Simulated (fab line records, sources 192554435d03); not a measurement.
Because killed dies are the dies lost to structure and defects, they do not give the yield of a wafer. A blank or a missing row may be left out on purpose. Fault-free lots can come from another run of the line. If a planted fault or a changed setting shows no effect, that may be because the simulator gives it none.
2 desks, one fault | flow n5 finfet | each desk holds nothing but its own numbers, with what lay behind them at the end

== AT THE METROLOGY DESK ==
Means of the sampled wafers that have a number, per lot and without regard to the tool the lot ran on: this is what the gauges read. A lot is out of limits, marked OUT, if its mean lies more than 4 standard deviations from the usual mean; the brackets give that distance. 7 of its 10 readings are shown, namely those furthest out on some lot.
Columns: A = DIBL_P at N5_BEOL_M4_RC_MEAS_101, usual 36.3 mV/V; B = IOFF_N at N5_BEOL_M4_RC_MEAS_101, usual 0.153 nA/um; C = IOFF_P at N5_BEOL_M4_RC_MEAS_101, usual 0.208 nA/um; D = ION_N at N5_BEOL_M4_RC_MEAS_101, usual 672 uA/um; E = ION_P at N5_BEOL_M4_RC_MEAS_101, usual 462 uA/um; F = SS_P at N5_BEOL_M4_RC_MEAS_101, usual 73.3 mV/dec; G = VT_N at N5_BEOL_M4_RC_MEAS_101, usual 250.4 mV
lot  | first seen here | A    | B     | C     | D   | E   | F    | G
L827 | day 10 11:22    | 37.0 | 0.158 | 0.195 | 680 | 462 | 73.4 | 249.2
L826 | day 10 15:41    | 36.1 | 0.143 | 0.196 | 666 | 457 | 73.3 | 252.0
L829 | day 11 03:30    | 34.3 | 0.133 | 0.184 | 657 | 457 | 72.3 | 252.8
L840 | day 14 04:46    | 38.1 | 0.166 | 0.219 | 679 | 465 | 73.7 | 249.3
This desk's verdict: no lot among the 4 shows anything out of limits.

== THE TOOL OWNER'S DESK: litho track-03 ==
The tool's own readings at N5_SD_EPI_N_COAT_33 (time 60 s, resist thk 35 nm): means of the sampled wafers that have a number, for each lot that ran on this tool. A lot is out of limits, marked OUT, if its mean lies more than 4 standard deviations from the usual mean; the brackets give that distance.
Columns: A = spin speed rpm at N5_SD_EPI_N_COAT_33, usual 1499.9 rpm
lot  | first seen here | A
L826 | day 5 04:07     | 1499.6
L827 | day 5 05:51     | 1453.3 (-47) OUT
L829 | day 5 21:26     | 1451.5 (-48) OUT
This desk's finding: out of limits on L827, L829; first on L827, day 5 05:51 (spin speed rpm at N5_SD_EPI_N_COAT_33). L826: within limits.

== ALL TOGETHER ==
The tool owner's desk could have raised an alarm at day 5 05:51, on L827, L829.
Metrology desk: nothing out of limits seen.
The metrology desk holds a record of L827, L829, inside its limits.
All the named lots went through N5_SD_EPI_N_COAT_33 on litho track-03.

== WHAT THE SIMULATOR HAD PUT IN ==
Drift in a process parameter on litho track-03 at N5_SD_EPI_N_COAT_33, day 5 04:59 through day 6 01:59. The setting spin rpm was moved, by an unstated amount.
Struck lots among those shown: L827, L829.
Time in hours from fault onset to the first out-of-limits reading at each desk: the tool owner's desk, 1.
